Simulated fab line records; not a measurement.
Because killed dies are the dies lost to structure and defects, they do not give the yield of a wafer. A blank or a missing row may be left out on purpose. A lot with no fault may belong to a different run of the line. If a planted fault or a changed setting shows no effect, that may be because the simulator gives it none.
Split-lot trial / flow n5 finfet / on a route of 1938 steps: 7 lots, 21 wafers read

== ABOUT THE SPLIT ==
At N5_BEOL_M2_ETCH_69 (etches SiARC in CF4, target depth 15.6 nm, time 26 s), the setting bias w was moved away from the recipe's 36 W on 4 of the 21 wafers read, by +5.6% to +6.6%. The other wafers ran this setting at the recipe's value.

The reading comes from the split's own step.

== THE READING ==
rf vpp V, in V, at N5_BEOL_M2_ETCH_69 (etches SiARC in CF4, target depth 15.6 nm, time 26 s). On this fab line, fault-free wafers typically give 184.6 V with a standard deviation of 0.99 V.

wafer=L075.1; tool, chamber at the split=rie diel-06, 1; bias w as run, W=36; against the recipe=recipe; rf vpp V, V=185.4; against lot-mates on the recipe=-
wafer=L075.4; tool, chamber at the split=rie diel-06, 0; bias w as run, W=38.36; against the recipe=+6.6%; rf vpp V, V=192.5; against lot-mates on the recipe=+7.1
wafer=L075.5; tool, chamber at the split=rie diel-06, 2; bias w as run, W=38.36; against the recipe=+6.6%; rf vpp V, V=192.6; against lot-mates on the recipe=+7.2
wafer=L083.2; tool, chamber at the split=rie diel-06, 0; bias w as run, W=36; against the recipe=recipe; rf vpp V, V=187.6; against lot-mates on the recipe=-
wafer=L083.4; tool, chamber at the split=rie diel-06, 3; bias w as run, W=36; against the recipe=recipe; rf vpp V, V=184.0; against lot-mates on the recipe=-
wafer=L083.6; tool, chamber at the split=rie diel-06, 3; bias w as run, W=36; against the recipe=recipe; rf vpp V, V=184.4; against lot-mates on the recipe=-
wafer=L082.1; tool, chamber at the split=rie diel-01, 1; bias w as run, W=36; against the recipe=recipe; rf vpp V, V=184.1; against lot-mates on the recipe=-
wafer=L082.4; tool, chamber at the split=rie diel-01, 2; bias w as run, W=36; against the recipe=recipe; rf vpp V, V=183.6; against lot-mates on the recipe=-
wafer=L082.5; tool, chamber at the split=rie diel-01, 0; bias w as run, W=36; against the recipe=recipe; rf vpp V, V=184.1; against lot-mates on the recipe=-
wafer=L090.1; tool, chamber at the split=rie diel-01, 2; bias w as run, W=36; against the recipe=recipe; rf vpp V, V=184.2; against lot-mates on the recipe=-
wafer=L090.3; tool, chamber at the split=rie diel-01, 3; bias w as run, W=36; against the recipe=recipe; rf vpp V, V=182.6; against lot-mates on the recipe=-
wafer=L090.6; tool, chamber at the split=rie diel-01, 1; bias w as run, W=36; against the recipe=recipe; rf vpp V, V=185.5; against lot-mates on the recipe=-
wafer=L092.1; tool, chamber at the split=rie diel-02, 1; bias w as run, W=36; against the recipe=recipe; rf vpp V, V=185.3; against lot-mates on the recipe=-
wafer=L092.2; tool, chamber at the split=rie diel-02, 0; bias w as run, W=36; against the recipe=recipe; rf vpp V, V=186.3; against lot-mates on the recipe=-
wafer=L092.4; tool, chamber at the split=rie diel-02, 2; bias w as run, W=36; against the recipe=recipe; rf vpp V, V=185.1; against lot-mates on the recipe=-
wafer=L094.1; tool, chamber at the split=rie diel-02, 3; bias w as run, W=36; against the recipe=recipe; rf vpp V, V=183.6; against lot-mates on the recipe=-
wafer=L094.2; tool, chamber at the split=rie diel-02, 0; bias w as run, W=36; against the recipe=recipe; rf vpp V, V=186.4; against lot-mates on the recipe=-
wafer=L094.6; tool, chamber at the split=rie diel-02, 2; bias w as run, W=36; against the recipe=recipe; rf vpp V, V=184.5; against lot-mates on the recipe=-
wafer=L096.2; tool, chamber at the split=rie diel-02, 0; bias w as run, W=38.02; against the recipe=+5.6%; rf vpp V, V=192.4; against lot-mates on the recipe=+7.2
wafer=L096.4; tool, chamber at the split=rie diel-02, 1; bias w as run, W=38.02; against the recipe=+5.6%; rf vpp V, V=191.3; against lot-mates on the recipe=+6.1
wafer=L096.6; tool, chamber at the split=rie diel-02, 0; bias w as run, W=36; against the recipe=recipe; rf vpp V, V=185.2; against lot-mates on the recipe=-

FIT RESULTS
A straight line over all 21 wafers: rf vpp V changes by +1.21 V for each +1% of bias w; r = +0.94; the points scatter about the line by 1.1 V.
The same after taking each lot's own level away (the mean of its wafers on the recipe; 21 wafers): +1.13 V for each +1%; r = +0.95; scatter 0.97 V.
Per that fit: largest bias w move, reading shift of 7.4 V.
The span of the lots' own levels, 183.93 to 185.57 V, comes to 1.6 times the standard deviation stated above.
Consequently the slope shifts little with the lot-to-lot level, the two slopes agreeing.
Check: for one of the wafers moved furthest among these (+6.6%), held out of the fit, the line's prediction against its lot-mates is +7.54 V. Against them it came out at +7.1 V.
Tool readings at the split's step, against how far the setting was moved: rf vpp V r = +0.94.

== FURTHER SPLITS ON THESE WAFERS ==
Other splits were also applied to these wafers ahead of the reading. Each is held against what the fit with the lots' levels taken away leaves over:
other split on the same wafers=N5_BEOL_M1_EXPOSE_25 dose mj; wafers away from the commonest value=7; r with rf vpp V (lot level and that fit taken away)=-0.06
other split on the same wafers=N5_BEOL_M1_DESCUM_33 time s; wafers away from the commonest value=4; r with rf vpp V (lot level and that fit taken away)=-0.28

== FILE'S OWN FIT ==
rf vpp V changes by +1.14 V for each +1% of bias w, r = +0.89.
